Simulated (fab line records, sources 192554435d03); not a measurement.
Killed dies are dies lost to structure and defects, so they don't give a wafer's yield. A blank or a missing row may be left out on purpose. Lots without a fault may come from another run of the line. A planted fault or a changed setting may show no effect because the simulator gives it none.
Chamber matching | flow n5_finfet | N5_GATE_CUT_DESCUM_18 on rie_diel-02: 4 sister chambers
The step chemistry O2, time 7 s. 16 wafers are shown with their chamber, then 8 later ones without.

WAFERS WITH THEIR CHAMBER
wafer  | chamber | drypump_motor_current_A (A) | showerhead_plenum_p_Torr (Torr) | oes_product_au (a.u.)
L077.2 | 2       | 6.7                         | 2.12                            | 0.87
L077.5 | 2       | 6.7                         | 2.12                            | 0.87
L077.6 | 1       | 6.2                         | 2.05                            | 0.71
L080.1 | 2       | 6.7                         | 2.12                            | 0.87
L080.3 | 1       | 6.2                         | 2.05                            | 0.71
L080.4 | 3       | 6.5                         | 2.09                            | 0.79
L081.1 | 2       | 6.7                         | 2.12                            | 0.86
L081.3 | 0       | 5.0                         | 1.97                            | 0.70
L081.5 | 1       | 6.2                         | 2.05                            | 0.70
L086.1 | 0       | 5.0                         | 1.96                            | 0.70
L086.2 | 2       | 6.7                         | 2.11                            | 0.85
L086.5 | 3       | 6.5                         | 2.09                            | 0.78
L087.3 | 0       | 5.1                         | 1.96                            | 0.69
L087.4 | 2       | 6.7                         | 2.11                            | 0.84
L087.6 | 3       | 6.5                         | 2.09                            | 0.78
L088.2 | 0       | 5.0                         | 1.96                            | 0.69

SIGNATURES (means of the wafers above)
reading                  | chamber 0 | chamber 1 | chamber 2 | chamber 3 | scatter within a chamber
drypump_motor_current_A  | 5.025     | 6.200     | 6.700     | 6.500     | 0.025
showerhead_plenum_p_Torr | 1.9625    | 2.0500    | 2.1167    | 2.0900    | 0.00417
oes_product_au           | 0.6950    | 0.7067    | 0.8600    | 0.7833    | 0.00928
Rule: a wafer's distance from a chamber is the root of the sum, over the readings, of the square of ((its reading less the chamber's mean) divided by the reading's scatter). The wafer belongs to the nearest chamber; if the next one is less than 2 further off, it can't be placed. The scatter: the root of (the sum of the squares of (reading less its chamber's mean) over the shown wafers, divided by (wafers less chambers)).

WAFERS WITHOUT THEIR CHAMBER
wafer  | drypump_motor_current_A (A) | showerhead_plenum_p_Torr (Torr) | oes_product_au (a.u.)
L088.3 | 6.4                         | 2.09                            | 0.78
L088.5 | 5.0                         | 1.96                            | 0.69
L091.1 | 6.7                         | 2.11                            | 0.83
L091.3 | 5.1                         | 1.96                            | 0.69
L091.4 | 6.4                         | 2.08                            | 0.78
L096.2 | 5.0                         | 2.22                            | 1.02
L096.3 | 6.2                         | 2.04                            | 0.93
L096.4 | 6.5                         | 2.08                            | 0.77

WHICH CHAMBER EACH WENT THROUGH
wafer  | from the rows above          | in truth
L088.3 | 3                            | 3
L088.5 | 0                            | 0
L091.1 | 2                            | 2
L091.3 | 0                            | 0
L091.4 | 3                            | 3
L096.2 | can't be placed: 0 or 1 or 3 | 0
L096.3 | can't be placed: 3 or 1      | 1
L096.4 | 3                            | 3
Placed correctly: 6 of 8. Can't be placed from these rows: 2 (the true chamber is among the candidates in 2). Placed wrongly: 0.
